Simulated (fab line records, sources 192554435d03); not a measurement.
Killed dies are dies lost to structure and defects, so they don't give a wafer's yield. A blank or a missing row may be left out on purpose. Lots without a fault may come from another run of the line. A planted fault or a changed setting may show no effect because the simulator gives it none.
Split-lot experiment | flow n5_finfet | 7 lots, 21 wafers read, on a route of 1938 steps

THE SPLIT
At N5_BEOL_M5_EXPOSE_08 (exposes mask M5, target cd 28 nm), the setting dose_mj was moved away from the recipe's 35.75 on 5 of the 21 wafers read, by -5.2% to +2.8%. The other wafers ran this setting at the recipe's value.

FROM THE SPLIT TO THE READING: what the file shows between them, 2 steps
- N5_BEOL_M5_PEB_09: peb time 60 s
- N5_BEOL_M5_DEVELOP_10: develop time 30 s

THE READING
cd_nm, in nm, at N5_BEOL_M5_CD_MEAS_11 (target cd 27.74 nm). Fault-free wafers of this fab line usually give 28.1 nm, standard deviation 0.34 nm.

wafer  | tool, chamber at the split | dose_mj as run | against the recipe | cd_nm, nm | against lot-mates on the recipe
L078.1 | euv_scanner-01, 0          | 35.75          | recipe             | 28.7      | -
L078.5 | euv_scanner-01, 0          | 35.75          | recipe             | 28.4      | -
L078.6 | euv_scanner-01, 0          | 33.9           | -5.2%              | 27.1      | -1.4
L077.2 | euv_scanner-02, 0          | 34.43          | -3.7%              | 27.3      | -1.1
L077.4 | euv_scanner-02, 0          | 35.75          | recipe             | 28.5      | -
L077.6 | euv_scanner-02, 0          | 35.75          | recipe             | 28.3      | -
L079.4 | euv_scanner-01, 0          | 35.75          | recipe             | 27.6      | -
L079.5 | euv_scanner-01, 0          | 35.75          | recipe             | 27.6      | -
L079.6 | euv_scanner-01, 0          | 35.75          | recipe             | 27.4      | -
L082.1 | euv_scanner-02, 0          | 35.75          | recipe             | 28.2      | -
L082.4 | euv_scanner-02, 0          | 35.75          | recipe             | 28.3      | -
L082.6 | euv_scanner-02, 0          | 36.76          | +2.8%              | 29.0      | +0.8
L084.3 | euv_scanner-02, 0          | 34.26          | -4.2%              | 27.7      | -0.6
L084.4 | euv_scanner-02, 0          | 35.75          | recipe             | 28.3      | -
L084.5 | euv_scanner-02, 0          | 34.26          | -4.2%              | 27.2      | -1.1
L086.2 | euv_scanner-01, 0          | 35.75          | recipe             | 28.2      | -
L086.3 | euv_scanner-01, 0          | 35.75          | recipe             | 28.4      | -
L086.4 | euv_scanner-01, 0          | 35.75          | recipe             | 28.4      | -
L089.1 | euv_scanner-02, 0          | 35.75          | recipe             | 27.8      | -
L089.3 | euv_scanner-02, 0          | 35.75          | recipe             | 27.9      | -
L089.5 | euv_scanner-02, 0          | 35.75          | recipe             | 28.2      | -

THE FIT
A straight line over all 21 wafers: cd_nm changes by +0.205 nm for each +1% of dose_mj; r = +0.76; the points scatter about the line by 0.35 nm.
The same after taking each lot's own level away (the mean of its wafers on the recipe; 21 wafers): +0.251 nm for each +1%; r = +0.95; scatter 0.16 nm.
On that fit, the largest move of dose_mj shifts the reading by 1.3 nm.
The lots' own levels span 27.53 to 28.55 nm, that is 3.0 times the standard deviation above.
So the lot-to-lot level blurs the effect unless lot-mates are compared.
Check: with one of the wafers moved furthest among these (-5.2%) left out of the fit, the line predicts -1.22 nm for it against its lot-mates. It came out at -1.45 nm against them.

OTHER SPLITS ON THESE WAFERS
These wafers also went through other splits before the reading. Each is held against what the fit with the lots' levels taken away leaves over:
other split on the same wafers    | wafers away from the commonest value | r with cd_nm (lot level and that fit taken away)
N5_BEOL_M3_ETCH_41 target_depth_a | 9                                    | -0.11
N5_BEOL_M4_ETCH_70 source_w       | 5                                    | -0.12
N5_BEOL_M4_TRENCH_ETCH_37 time_s  | 6                                    | -0.20

THE WHOLE CHAIN: every reading that the file lists as answering this split, in the file's order
step                  | what it does                                                          | reading                                                        | change (the file's fit)               | r (the file's)
N5_BEOL_M5_CD_MEAS_11 | target cd 27.74 nm                                                    | cd_nm                                                          | +0.259 nm for each +1% of the setting | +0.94
N5_BEOL_M5_DESCUM_16  | chemistry O2, time 7 s                                                | BEOL_M5.cd_nm (the simulator's own value, which no gauge read) | +0.264 nm for each +1% of the setting | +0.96
N5_BEOL_M5_ETCH_72    | etches underlayer in N2/H2, target depth 6.5 nm, time 5.2 s           | BEOL_M5.cd_nm (the simulator's own value, which no gauge read) | +0.269 nm for each +1% of the setting | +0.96
N5_BEOL_M5_ETCH_61    | etches SiARC in CF4, target depth 15.6 nm, time 26 s                  | BEOL_M5.cd_nm (the simulator's own value, which no gauge read) | +0.279 nm for each +1% of the setting | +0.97
N5_BEOL_M5_ETCH_62    | etches SOC in N2/H2, target depth 75 nm, overetch 15 nm, time 112.5 s | BEOL_M5.cd_nm (the simulator's own value, which no gauge read) | +0.25 nm for each +1% of the setting  | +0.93
N5_BEOL_M5_HM_OPEN_17 | chemistry Cl2/BCl3, target TiN, target depth 20 nm, overetch 6 nm     | BEOL_M5.cd_nm (the simulator's own value, which no gauge read) | +0.235 nm for each +1% of the setting | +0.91

THE FILE'S OWN FIT
cd_nm changes by +0.259 nm for each +1% of dose_mj, r = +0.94.
